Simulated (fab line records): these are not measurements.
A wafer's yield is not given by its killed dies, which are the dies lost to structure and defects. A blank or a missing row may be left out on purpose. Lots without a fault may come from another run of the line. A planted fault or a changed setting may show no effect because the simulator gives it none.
The tool behind it: which one? || flow nand-harc || Sampling: 6 lots, 18 wafers, 3 of 1302 route steps

WHAT EACH GAUGE READ, for each wafer
NHARC_P_CONTACT_INSPECT_27.
{"lot": "L791", "measured": "day 6 11:33", "on": "defect-inspect-01", "raw-defect-count": "322 321 234"}
{"lot": "L793", "measured": "day 7 04:30", "on": "defect-inspect-01", "raw-defect-count": "455 194 405"}
{"lot": "L794", "measured": "day 7 21:35", "on": "defect-inspect-02", "raw-defect-count": "567 379 436"}
{"lot": "L797", "measured": "day 9 00:59", "on": "defect-inspect-01", "raw-defect-count": "158 182 181"}
{"lot": "L804", "measured": "day 12 04:15", "on": "defect-inspect-02", "raw-defect-count": "189 213 462"}
{"lot": "L813", "measured": "day 15 21:11", "on": "defect-inspect-01", "raw-defect-count": "201 176 315"}

WHICH TOOL RAN EACH LOT (tool, then ch and the chambers of the sampled wafers, then the start)
{"lot": "L791", "NHARC_P_CONTACT_CMP_01": "cmp-02 ch 0,1,3, day 6 07:25", "NHARC_P_CONTACT_ALD_22": "ald-metal-01 ch 2,3, day 6 10:17"}
{"lot": "L793", "NHARC_P_CONTACT_CMP_01": "cmp-02 ch 1,2,3, day 7 00:17", "NHARC_P_CONTACT_ALD_22": "ald-metal-01 ch 0,3, day 7 03:13"}
{"lot": "L794", "NHARC_P_CONTACT_CMP_01": "cmp-02 ch 0,3, day 7 17:25", "NHARC_P_CONTACT_ALD_22": "ald-metal-04 ch 1,2,3, day 7 20:23"}
{"lot": "L797", "NHARC_P_CONTACT_CMP_01": "cmp-02 ch 1,2,3, day 8 20:53", "NHARC_P_CONTACT_ALD_22": "ald-metal-01 ch 0,1, day 8 23:45"}
{"lot": "L804", "NHARC_P_CONTACT_CMP_01": "cmp-04 ch 0,1,2, day 12 00:20", "NHARC_P_CONTACT_ALD_22": "ald-metal-02 ch 0,1, day 12 03:00"}
{"lot": "L813", "NHARC_P_CONTACT_CMP_01": "cmp-02 ch 2,3, day 15 17:07", "NHARC_P_CONTACT_ALD_22": "ald-metal-04 ch 0,2,3, day 15 19:59"}
- NHARC_P_CONTACT_CMP_01: polishes SiO2, target thk 200 nm.
- NHARC_P_CONTACT_ALD_22: deposits TiN, target thk 3 nm, pulse time 1 s, ald cycles 150.

THE ANSWER, worked out from the rows above alone
Rule: the lots themselves supply what counts as usual. Put in order of their means at a reading, lots are off if they are a third of the lots or fewer, leave a main group of 4 or more, and stand apart from it by a gap of 3 or more times the standard deviation of the main group's means; of several such gaps the widest counts. If all means in a main group match to the digits the tables above print for the reading, that group is not used. Also off: a lot with no number at a reading for which 4 or more lots have one. Any other lot the step has rows for is counted as sound.
None of the lots is off at any reading shown; this tells nothing.

WHAT THE SIMULATOR HAD INSERTED
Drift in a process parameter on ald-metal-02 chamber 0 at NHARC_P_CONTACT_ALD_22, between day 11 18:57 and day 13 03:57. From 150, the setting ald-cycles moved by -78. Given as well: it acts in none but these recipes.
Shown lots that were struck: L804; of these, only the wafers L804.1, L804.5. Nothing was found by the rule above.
